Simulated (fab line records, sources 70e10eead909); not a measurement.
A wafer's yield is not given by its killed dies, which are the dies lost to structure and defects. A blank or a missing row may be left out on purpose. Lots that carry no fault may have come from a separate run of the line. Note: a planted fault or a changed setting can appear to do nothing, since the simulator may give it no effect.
fab line records    flow nandHarc
[record] lots = 11  wafers = 33  lastDay = 23
route steps=1159 shown P_ZERO_WELL@61 P_STI@87 P_GATE@145
lots that met no fault: from a run of the same line without faults
startH: the number of hours between the record's first day and the start of the first shown wafer of the lot    waitH: hours elapsed since this lot's preceding step    " repeats the value in the row above    L1.1+2: several wafers, shown together as one row    - no value present, or no start provided    * or withheld: withheld    < > ~ a bound
route shown NAME@n: names a module that has steps shown in the file, with the first one's number in the route    usual: the fault-free wafers' mean and standard deviation    same: alike in all rows    chamber/n: place in a boat    sites: readings site by site    _std_site: the standard deviation of these    _edge_site: mean of outer sites minus mean of inner sites    radiusMm: for every site, how far away it sits from the centre of the wafer    mask NAME#n: copy n    behind: the tool/chamber that last shaped the wafer    hold: why the lot was held/for how many hours/how that ended    device: names the non-switching transistor (n, p or np)    end of line: tests of these same wafers at the route's end    step lacking rows: just its recipe    killed: at the first sort, the dies lost to defects and structure; wafer yield is something else    map: shows each die of a wafer: x if killed, . if not, _ if none is there
set.NAME: the setting that was run; set.NAME@STEP: the one run at that earlier step    model.NAME: the simulator's own value behind a step, which no gauge read
steps of the route over a sample of lots; a table a step, a row a wafer
services: the hour from which a tool's chamber was out of use, counted from the record's first day as startH (under 0 if before that day), plus the number of hours and why
[[steps]]
[step NHARC_P_ZERO_WELL_DESCUM_54]
[recipe] timeS = 3  o2FlowSccm = 200  arFlowSccm = 0  biasPowerW = 0  chemistry = O2
[usual] drypumpMotorCurrentA = 5.6/0.43  o2FlowSccm = 200.0/0.57  oesProductAu = 0.999/0.0071  rfVppV = 57.8/0.89  showerheadPlenumPTorr = 1.94/0.075  throttleValvePct = 11.311/0.0092
lot.wafer  tool        chamber  startH  waitH  drypumpMotorCurrentA  o2FlowSccm  oesProductAu  rfHoursCounterH  rfVppV  showerheadPlenumPTorr  throttleValvePct
L138.1     rieDiel-09  3        29.67   -      5.6                   200.4       1.014         8                58.0    1.94                   11.322
L138.4     "           1        "       "      5.7                   200.9       1.003         8                58.4    2.03                   11.321
L138.6     "           3        "       "      5.5                   200.2       1.002         -                57.0    1.94                   11.305
L139.2     rieDiel-04  3        35.98   -      5.6                   200.6       0.997         4                57.5    1.97                   11.312
L139.1     "           0        "       "      5.6                   199.4       1.005         7                58.2    1.91                   11.302
L139.6     "           3        "       "      5.6                   200.8       1.003         -                57.5    1.97                   11.328
L141.2     rieDiel-03  0        47.83   -      5.2                   200.2       0.989         0                57.9    1.87                   11.318
L141.6     "           0        "       "      5.2                   200.7       0.995         -                56.9    1.87                   11.295
L141.4     "           3        "       "      5.4                   200.1       0.987         -                58.3    2.07                   11.325
L142.4     rieDiel-03  0        53.98   -      5.2                   199.9       1.005         -                56.4    1.87                   11.325
L142.3     "           1        "       "      5.2                   199.4       1.005         -                56.7    1.80                   11.331
L142.5     "           1        "       "      5.2                   199.7       1.000         -                58.0    1.80                   11.310
L143.2     rieDiel-04  3        59.98   -      5.6                   199.3       0.986         5                59.8    1.97                   11.308
L143.1     "           2        "       "      6.3                   199.5       0.992         7                57.9    1.98                   11.316
L143.6     "           3        "       "      5.6                   200.2       0.995         -                58.8    1.97                   11.323
L144.1     rieDiel-09  1        65.89   -      5.7                   200.8       0.996         11               58.6    2.03                   11.304
L144.5     "           1        "       "      5.7                   200.6       1.001         -                59.0    2.03                   11.318
L144.6     "           2        "       "      5.2                   199.6       1.003         -                56.8    1.93                   11.300
L145.3     rieDiel-03  3        71.81   -      5.4                   200.5       1.003         1                57.9    2.07                   11.308
L145.1     "           0        "       "      5.2                   200.0       0.992         1                56.4    1.86                   11.303
L145.5     "           3        "       "      5.5                   200.3       0.997         -                59.6    2.07                   11.306
L150.4     rieDiel-04  0        102.09  -      5.6                   199.5       1.005         11               58.0    1.91                   11.298
L150.1     "           2        "       "      6.3                   199.0       1.006         11               56.9    1.98                   11.314
L150.3     "           3        "       "      5.7                   201.4       0.998         8                57.7    1.97                   11.309
L151.3     rieDiel-04  0        107.98  -      5.6                   199.7       1.002         12               58.0    1.91                   11.314
L151.4     "           1        "       "      5.4                   199.6       0.999         12               57.3    1.87                   11.313
L151.5     "           1        "       "      5.4                   199.8       1.003         -                55.8    1.87                   11.315
L153.3     rieDiel-03  2        119.91  -      5.0                   200.7       0.993         4                56.9    1.80                   11.310
L153.2     "           3        "       "      5.4                   199.9       0.976         4                57.7    2.07                   11.314
L153.1     "           0        "       "      5.2                   200.6       0.988         4                57.4    1.86                   11.309
L157.2     rieDiel-04  0        144.22  -      5.6                   200.4       0.982         2                59.2    1.91                   11.305
L157.3     "           1        "       "      5.4                   199.8       1.001         2                57.9    1.87                   11.305
L157.1     "           3        "       "      5.7                   200.1       0.990         2                58.7    1.96                   11.327
[step NHARC_P_STI_DESCUM_14]
[recipe] timeS = 3  o2FlowSccm = 200  arFlowSccm = 0  biasPowerW = 0  chemistry = O2
[usual] drypumpMotorCurrentA = 5.8/0.51  o2FlowSccm = 200.0/0.57  oesProductAu = 1.001/0.008  rfVppV = 57.7/0.97  showerheadPlenumPTorr = 1.90/0.09  throttleValvePct = 11.312/0.0087
lot.wafer  tool        chamber  startH  waitH  drypumpMotorCurrentA  o2FlowSccm  oesProductAu  rfHoursCounterH  rfVppV  showerheadPlenumPTorr  throttleValvePct
L139.1     rieDiel-08  0        50.85   -      6.5                   200.4       1.005         3.1              58.3    1.92                   11.318
L139.2     "           2        "       "      6.2                   200.6       0.982         3.3              58.3    2.02                   11.311
L139.6     "           1        "       "      5.8                   200.1       0.998         -                57.2    1.79                   11.327
L138.1     rieDiel-11  0        51.01   -      5.9                   200.1       1.002         2.0              56.6    1.92                   11.320
L138.4     "           2        "       "      5.6                   200.4       1.013         1.4              58.5    2.03                   11.326
L138.6     "           0        "       "      5.9                   200.5       1.008         -                57.2    1.92                   11.305
L141.4     rieDiel-11  2        65.15   -      5.7                   199.5       1.017         2.0              57.2    2.03                   11.321
L141.2     "           0        "       "      5.8                   200.2       0.998         2.4              56.2    1.92                   11.288
L141.6     "           2        "       "      5.7                   199.9       1.007         -                58.8    2.03                   11.315
L142.4     rieDiel-08  3        71.21   -      5.7                   200.3       1.005         3.7              58.5    2.03                   11.325
L142.3     "           1        "       "      5.9                   199.6       0.994         4.3              57.0    1.79                   11.306
L142.5     "           0        "       "      6.5                   200.6       1.002         -                57.0    1.92                   11.319
L143.2     rieDiel-11  0        79.31   -      5.9                   199.4       1.011         3.1              58.1    1.92                   11.312
L143.1     "           2        "       "      5.6                   199.0       1.009         3.0              58.4    2.03                   11.327
L143.6     "           0        "       "      5.9                   199.9       1.001         -                56.4    1.92                   11.303
L144.1     rieDiel-11  3        85.62   -      5.9                   200.2       0.999         3.5              55.7    1.81                   11.324
L144.6     "           1        "       "      6.6                   199.9       0.989         -                57.1    1.82                   11.309
L144.5     "           2        "       "      5.7                   200.7       1.004         -                58.0    2.03                   11.316
L145.1     rieDiel-13  2        90.89   -      5.1                   200.0       0.993         4.0              55.6    1.81                   11.309
L145.3     "           1        "       "      5.1                   199.8       1.001         3.5              57.9    1.81                   11.318
L145.5     "           3        "       "      5.7                   199.2       0.999         -                57.1    1.96                   11.314
L150.3     rieDiel-11  3        122.01  -      5.9                   200.3       0.993         5.8              57.0    1.81                   11.329
L150.4     "           0        "       "      6.0                   199.5       1.019         5.7              58.6    1.92                   11.306
L150.1     "           1        "       "      6.6                   200.0       1.000         6.3              60.1    1.82                   11.304
L151.3     rieDiel-13  0        122.19  -      4.6                   200.8       0.996         0.3              57.9    1.87                   11.316
L151.4     "           1        "       "      5.1                   200.4       0.982         0.3              56.2    1.81                   11.320
L151.5     "           3        "       "      5.7                   200.0       0.987         -                57.9    1.96                   11.313
L153.2     rieDiel-08  1        137.53  -      5.8                   199.7       0.999         0                57.8    1.79                   11.314
L153.1     "           3        "       "      5.7                   199.6       1.014         0                57.9    2.03                   11.308
L153.3     "           0        "       "      6.5                   199.4       0.992         0                57.5    1.92                   11.299
L157.2     rieDiel-08  3        161.55  -      5.7                   201.0       1.003         1.4              59.7    2.03                   11.317
L157.1     "           1        "       "      5.8                   200.0       0.999         1.4              56.7    1.79                   11.314
L157.3     "           2        "       "      6.1                   200.2       1.007         1.4              58.9    2.02                   11.297
[step NHARC_P_STI_CMP_21]
[recipe] tOverpolishS = 20  targetThkNm = 380.67
[usual] motorCurrentA = 12.1/0.94  overpolishRunS = 20.000/0.0094  retainingRingPressureFrac = 1.001/0.0049  slurryFilterDpKPa = 13.51/0.15
lot.wafer  tool    chamber  startH  waitH  motorCurrentA  overpolishRunS  retainingRingPressureFrac  slurryFilterDpKPa
L138.1     cmp-04  0        70.93   0.4    12.0           19.990          1.005                      13.47
L138.4     "       1        "       "      11.6           20.006          0.994                      13.64
L138.6     "       0        "       "      11.5           19.998          0.999                      13.58
L139.2     cmp-02  2        70.98   0.4    10.6           19.994          1.007                      13.52
L139.1     "       3        "       "      14.8           19.998          0.999                      13.58
L139.6     "       0        "       "      13.1           20.002          0.998                      13.32
L141.2     cmp-04  2        86.98   0.4    12.0           20.002          1.011                      13.70
L141.4     "       3        "       "      13.2           20.013          1.003                      13.63
L141.6     "       1        "       "      11.8           19.998          1.006                      13.62
L142.4     cmp-02  0        91.97   0.4    12.8           20.011          0.995                      13.40
L142.3     "       1        "       "      12.5           20.003          0.995                      13.26
L142.5     "       3        "       "      14.7           19.985          1.001                      13.44
L143.1     cmp-01  0        100.78  0.4    12.5           20.001          1.000                      13.76
L143.2     "       2        "       "      11.9           20.005          0.999                      13.60
L143.6     "       0        "       "      12.2           19.985          0.999                      13.52
L144.1     cmp-01  1        107.49  0.4    12.5           19.982          1.004                      13.75
L144.6     "       0        "       "      12.0           20.005          1.009                      13.46
L144.5     "       1        "       "      12.4           19.998          1.004                      13.43
L145.3     cmp-02  0        113.71  0.4    13.0           19.995          0.995                      13.42
L145.1     "       1        "       "      12.1           20.000          0.996                      13.40
L145.5     "       0        "       "      13.7           19.996          0.994                      13.47
L150.3     cmp-04  2        141.90  0.4    11.8           19.996          1.002                      13.57
L150.1     "       3        "       "      13.9           20.011          0.993                      13.56
L150.4     "       0        "       "      11.8           20.005          1.008                      13.63
L151.3     cmp-02  0        141.90  0.4    12.1           20.006          1.002                      13.36
L151.4     "       1        "       "      12.4           19.993          1.000                      13.51
L151.5     "       3        "       "      14.0           19.999          1.008                      13.48
L153.3     cmp-02  0        155.97  0.4    13.2           19.995          1.003                      13.38
L153.2     "       1        "       "      13.1           20.011          1.007                      13.65
L153.1     "       3        "       "      14.3           20.009          0.999                      13.51
L157.3     cmp-04  3        182.37  0.4    13.2           20.003          1.011                      13.64
L157.2     "       0        "       "      12.2           20.000          1.001                      13.83
L157.1     "       2        "       "      11.7           20.003          0.997                      13.52
[step NHARC_P_GATE_ETCH_104]
[recipe] targetDepthA = 600  timeS = withheld  cf4FlowSccm = 100  chf3FlowSccm = 30  arFlowSccm = 0  rfW = 500  biasW = 200  chemistry = CF4/CHF3
[usual] cf4FlowSccm = 99.97/0.3  drypumpMotorCurrentA = 5.73/0.24  oesProductAu = 0.947/0.017  rfFwdPowerW = 492.1/2.7  rfVppV = 371.5/2.3  showerheadPlenumPTorr = 1.60/0.066  throttleValvePct = 16.802/0.0094
lot.wafer  tool        chamber  startH  waitH  cf4FlowSccm  drypumpMotorCurrentA  oesProductAu  rfFwdPowerW  rfVppV  showerheadPlenumPTorr  throttleValvePct
L139.1     rieDiel-07  3        105.29  0.1    100.15       5.45                  0.966         498.3        372.2   1.59                   16.823
L139.2     "           1        "       "      100.17       5.58                  0.973         492.8        372.0   1.59                   16.789
L139.6     "           2        "       "      99.36        5.63                  0.975         492.6        371.0   1.63                   16.805
L138.4     rieDiel-02  1        105.99  0.1    99.87        5.51                  0.934         496.0        368.7   1.51                   16.793
L138.1     "           0        "       "      99.94        5.85                  0.932         489.0        369.1   1.54                   16.800
L138.6     "           1        "       "      99.79        5.48                  0.920         495.1        368.7   1.51                   16.799
L141.2     rieDiel-01  0        118.47  0.1    100.41       6.17                  0.976         495.3        372.6   1.61                   16.813
L141.4     "           1        "       "      99.62        5.85                  0.969         491.8        372.1   1.65                   16.811
L141.6     "           2        "       "      100.24       5.72                  0.966         491.1        372.7   1.65                   16.791
L142.3     rieDiel-01  1        128.87  0.3    100.39       5.85                  0.932         490.0        374.2   1.65                   16.789
L142.4     "           2        "       "      99.63        5.73                  0.925         490.6        373.2   1.66                   16.786
L142.5     "           2        "       "      99.94        5.70                  0.921         492.5        373.5   1.66                   16.811
L143.1     rieDiel-01  3        133.02  0.1    99.88        5.67                  0.963         492.3        366.5   1.47                   16.812
L143.2     "           1        "       "      100.00       5.89                  0.958         493.0        372.9   1.65                   16.806
L143.6     "           2        "       "      100.20       5.69                  0.961         493.0        373.9   1.65                   16.795
L144.1     rieDiel-02  0        139.87  0.1    100.08       5.83                  0.929         487.1        369.8   1.53                   16.797
L144.6     "           3        "       "      100.24       6.09                  0.952         490.8        373.2   1.63                   16.820
L144.5     "           0        "       "      100.23       5.83                  0.939         485.2        368.2   1.53                   16.803
L145.3     rieDiel-07  2        144.06  0.1    100.08       5.62                  0.946         495.7        372.5   1.63                   16.806
L145.1     "           0        "       "      99.40        5.69                  0.950         492.3        373.1   1.64                   16.809
L145.5     "           2        "       "      99.96        5.62                  0.950         494.5        373.2   1.63                   16.816
L150.4     rieDiel-01  0        173.11  0.1    99.62        6.15                  0.924         492.8        372.2   1.61                   16.796
L150.3     "           1        "       "      100.36       5.84                  0.929         492.6        374.2   1.65                   16.809
L150.1     "           2        "       "      100.09       5.68                  0.918         490.6        373.6   1.65                   16.798
L151.4     rieDiel-01  3        173.56  0.1    99.85        5.65                  0.922         494.5        366.4   1.47                   16.797
L151.3     "           0        "       "      99.92        6.16                  0.932         489.1        372.1   1.61                   16.802
L151.5     "           2        "       "      99.95        5.69                  0.858         432.7        372.4   1.65                   16.801
L153.3     rieDiel-01  2        191.13  0.1    99.91        5.69                  0.910         432.5        372.5   1.65                   16.804
L153.1     "           0        "       "      99.61        6.16                  0.971         493.8        372.1   1.61                   16.810
L153.2     "           1        "       "      99.82        5.83                  0.960         491.1        372.9   1.65                   16.790
L157.2     rieDiel-02  1        217.63  0.2    99.73        5.51                  0.930         495.5        366.2   1.50                   16.801
L157.3     "           3        "       "      99.87        6.09                  0.933         490.5        372.6   1.63                   16.796
L157.1     "           0        "       "      99.82        5.84                  0.932         484.0        368.6   1.53                   16.800
[[services]]
tool        chamber  startH  hours  kind
rieDiel-08  2        6.82    1.7    repair
cmp-04      -        7.17    4.0    pm
rieDiel-11  -        12.50   9.0    pm
cmp-02      -        23.71   3.8    repair
rieDiel-11  2        24.96   4.0    repair
cmp-02      -        30.50   4.0    pm
rieDiel-08  3        36.14   9.4    repair
rieDiel-03  -        38.30   9.0    pm
rieDiel-04  1        39.28   1.2    repair
cmp-04      -        43.53   0.2    repair
cmp-02      -        55.93   0.4    repair
cmp-02      -        73.51   2.8    repair
cmp-02      -        82.53   1.8    repair
rieDiel-04  -        111.90  9.0    pm
cmp-02      -        128.50  4.0    pm
cmp-02      -        134.29  1.5    repair
rieDiel-01  -        137.80  9.0    pm
cmp-02      -        145.79  3.1    repair
rieDiel-11  2        154.89  5.3    repair
rieDiel-04  -        156.17  0.5    repair
cmp-02      -        173.00  0.4    repair
rieDiel-11  -        189.50  9.0    pm
cmp-02      -        195.89  4.7    repair
rieDiel-11  1        211.50  4.6    repair
[[key]]
[firstSign] step = NHARC_P_GATE_ETCH_104  reading = rfFwdPowerW  direction = down  sigmas = 22  usual = *  struck = *
[effect] step = NHARC_P_GATE_ETCH_104  reading = oesProductAu  direction = down  sigmas = 3.6  usual = 0.947  struck = 0.884
metAt NHARC_P_GATE_ETCH_104
struckLots L151,L153
struckWafers L151.5,L153.3
testerLeftOut L151,L153
notActingAt NHARC_P_ZERO_WELL_DESCUM_54,NHARC_P_STI_DESCUM_14,NHARC_P_STI_CMP_21
onsetBetween 173.11 173.56
[fault] kind = processParameterDrift  tool = rieDiel-01  chamber = 2  onsetH = 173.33  steps = NHARC_P_GATE_ETCH_104  channel = rfW  offset = *  shape = step  endH = 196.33  actsIn = *  stated = *
// testerLeftOut: of these lots the tester's yield and bins aren't shown, on N5 and GAA mostly nor the transistor test; their killed dies are dies lost to structure and defects alone, not to doping, threshold or leakage, so they don't give the yield
